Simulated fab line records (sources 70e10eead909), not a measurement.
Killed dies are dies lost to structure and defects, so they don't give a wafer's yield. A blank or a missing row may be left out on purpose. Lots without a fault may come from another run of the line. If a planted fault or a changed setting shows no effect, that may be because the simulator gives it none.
One fault through the eyes of 2 desks | flow nand_harc | every desk sees just its own numbers, and what lay behind them comes last

== THE DEFECT DESK ==
Per lot, the means of the sampled wafers with a number show what the inspections along the route counted. The brackets show how far a lot's mean lies from the usual mean; more than 4 standard deviations puts the lot out of limits, marked OUT.
Columns: A = raw_defect_count at NHARC_A_CHANNEL_HOLE_D1_INSPECT_40, usual 61
lot  | first seen here | A
L473 | day 8 12:23     | 60
L475 | day 9 03:23     | 61
L478 | day 9 20:59     | 45
L479 | day 10 10:58    | 70
L480 | day 10 15:08    | 56
L481 | day 10 15:33    | 64
L489 | day 12 10:53    | 46
L490 | day 12 15:01    | 72
L492 | day 13 03:32    | 57
L493 | day 13 12:51    | 49
L496 | day 14 13:59    | 44
This desk's finding: nothing out of limits on any of the 11 lots.

== AT THE TOOL OWNER'S DESK: ald_hk-04 ==
The tool's own readings at NHARC_A_CHANNEL_FILL_D1_ALD_02 (deposits SiO2, target thk 6 nm, pulse time 10 s, ald cycles 60): means of the sampled wafers that have a number, for each lot that ran on this tool. The brackets show how far a lot's mean lies from the usual mean; more than 4 standard deviations puts the lot out of limits, marked OUT.
Columns: A = heater_power_w at NHARC_A_CHANNEL_FILL_D1_ALD_02, usual 459 W; B = precursor_pulse_height_rel at NHARC_A_CHANNEL_FILL_D1_ALD_02, usual 0.997
lot  | first seen here | A   | B
L475 | day 9 04:38     | 454 | 0.987
L479 | day 10 12:04    | 422 | 0.993
L480 | day 10 15:20    | 399 | 0.997
L496 | day 14 14:11    | 426 | 1.009
This desk's finding: nothing out of limits on any of the 4 lots.

== TAKEN TOGETHER ==
Nothing the defect desk looked at was out of limits.
The desk of the tool owner found nothing out of limits.

== WHAT THE SIMULATOR HAD PUT IN ==
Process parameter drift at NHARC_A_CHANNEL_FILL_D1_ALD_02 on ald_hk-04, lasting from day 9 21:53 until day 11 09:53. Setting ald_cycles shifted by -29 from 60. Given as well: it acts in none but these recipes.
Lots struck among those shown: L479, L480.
